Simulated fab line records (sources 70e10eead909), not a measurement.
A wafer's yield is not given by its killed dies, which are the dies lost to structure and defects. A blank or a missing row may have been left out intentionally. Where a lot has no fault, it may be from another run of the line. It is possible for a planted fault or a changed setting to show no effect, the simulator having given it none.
A lot that was struck, set against a sound lot | flow nand-harc | 15 steps out of a route of 1159
Sound: the wafers L577.3, L577.4, L577.6. Struck: wafer L581.4. (L581.1, L581.2 of the same lot were not struck and are left out.) The cause comes at the end.
Order at every step that has rows: each side's tool, ch and its chambers, its first start. Under that, the readings that differ: sound wafers | struck wafers | difference of the means | sigmas: that difference in standard deviations of wafers without a fault.
alike: readings whose means differ by less than 2 such deviations, and words and numbers that are the same on both sides. not compared: withheld readings, readings that some wafer has no value for, bounds like >300 that may hide the same value, and numbers for which the record gives no deviation and whose values overlap.
Wherever a step has rows on one side only, a row that says differs or no value, or a row with sigmas, the two part there. When numbers do not overlap yet have no deviation, they are printed without sigmas and do not part them. A reading missing from all wafers of one side parts the sides only when that side holds two or more wafers.

NHARC_P_GATE_INSPECT_28:
  sound: defect-inspect-02 at day 5 02:15; struck: defect-inspect-01 at day 6 05:47
  alike: raw-defect-count
NHARC_P_GATE_DESCUM_31: chemistry O2, time 3 s.
  sound on rie-diel-03 ch 0,2, day 5 02:20; struck on rie-diel-09 ch 1, day 6 05:50
  reading                         | sound          | struck | difference | sigmas
  showerhead-plenum-p-Torr (Torr) | 2.01 1.93 2.01 | 1.82   | -0.16      | -2
  alike: drypump-motor-current-A, oes-product-au, rf-vpp-V, throttle-valve-pct
  not compared: rf-hours-counter-h
NHARC_P_GATE_ETCH_104: etches the open film in CF4/CHF3, target depth 60 nm.
  sound on rie-diel-03 ch 0,2,3, day 5 02:25; struck on rie-diel-09 ch 3, day 6 05:56
  alike: drypump-motor-current-A, oes-product-au, rf-vpp-V, showerhead-plenum-p-Torr, throttle-valve-pct
NHARC_P_GATE_HM_OPEN_105: chemistry O2/COS, target depth 360 nm.
  sound on rie-diel-03 ch 2,3; struck on rie-diel-09 ch 1
  alike: drypump-motor-current-A, oes-product-au, rf-vpp-V, showerhead-plenum-p-Torr, throttle-valve-pct
  not compared: rf-hours-counter-h
then, 1 step without rows for these wafers: NHARC_P_GATE_STRIP_106 (strips in O2/COS).
NHARC_P_GATE_ETCH_114: etches the open film in CF4/O2, target depth 30 nm, overetch 3 nm, time 16.5 s.
  sound on rie-diel-03 ch 1,2,3; struck on rie-diel-09 ch 1
  alike: drypump-motor-current-A, oes_f_703_au, oes-product-au, rf-vpp-V, showerhead-plenum-p-Torr, throttle-valve-pct
  not compared: rf-hours-counter-h
then, 2 steps without rows for these wafers: NHARC_P_GATE_ETCH_32 (etches the open film in HBr/Cl2, target depth 150 nm, time 100.1 s); NHARC_P_GATE_STRIP_108 (strips in O2).
NHARC_P_GATE_CD_MEAS_33:
  sound: cd-sem-01 at day 5 03:10; struck: cd-sem-03 at day 6 06:41
  alike: cd-nm
then, 3 steps without rows for these wafers: NHARC_P_GATE_STRIP_35 (strips in SPM, time 600 s); NHARC_P_GATE_PRECLEAN_73 (cleans in SC1); NHARC_P_GATE_SRD_74.
NHARC_P_GATE_ALD_36: deposits SiNx, target thk 20 nm, pulse time 60 s, ald cycles 223.
  sound on ald-sin-03 ch 0,1, day 5 03:38; struck on ald-sin-02 ch 0, day 6 07:08
  reading    | sound       | struck | difference | sigmas
  ald-cycles | 223 223 223 | 252    | +29        |
  alike: heater-power-w, precursor-pulse-height-rel
NHARC_P_GATE_ETCHBACK_37: etches the open film in CHF3/O2, target depth 34.5 nm, time 17.2 s.
  sound on rie-diel-03 ch 0,1; struck on rie-diel-02 ch 3
  reading                         | sound                | struck | difference | sigmas
  drypump-motor-current-A (A)     | 5.9 5.7 5.6          | 6.5    | +0.8       | +2
  oes-product-au (a.u.)           | 0.91 0.93 0.93       | 1.01   | +0.09      | +2
  rf-vpp-V (V)                    | 370.4 372.2 370.3    | 366.3  | -4.7       | -2
  showerhead-plenum-p-Torr (Torr) | 2.42 2.44 2.44       | 2.24   | -0.19      | -2
  throttle-valve-pct (%)          | 20.582 20.582 20.582 | 20.564 | -0.018     | -2
  not compared: rf-hours-counter-h
NHARC_END_SORT_01:
  the record has rows for the sound wafers here (prober-01 ch 0, day 20 05:05) and none for the struck ones

== WHERE THEY PART ==
First at NHARC_P_GATE_DESCUM_31; last, within this record, at NHARC_END_SORT_01.

WHY: the cause the simulator had injected
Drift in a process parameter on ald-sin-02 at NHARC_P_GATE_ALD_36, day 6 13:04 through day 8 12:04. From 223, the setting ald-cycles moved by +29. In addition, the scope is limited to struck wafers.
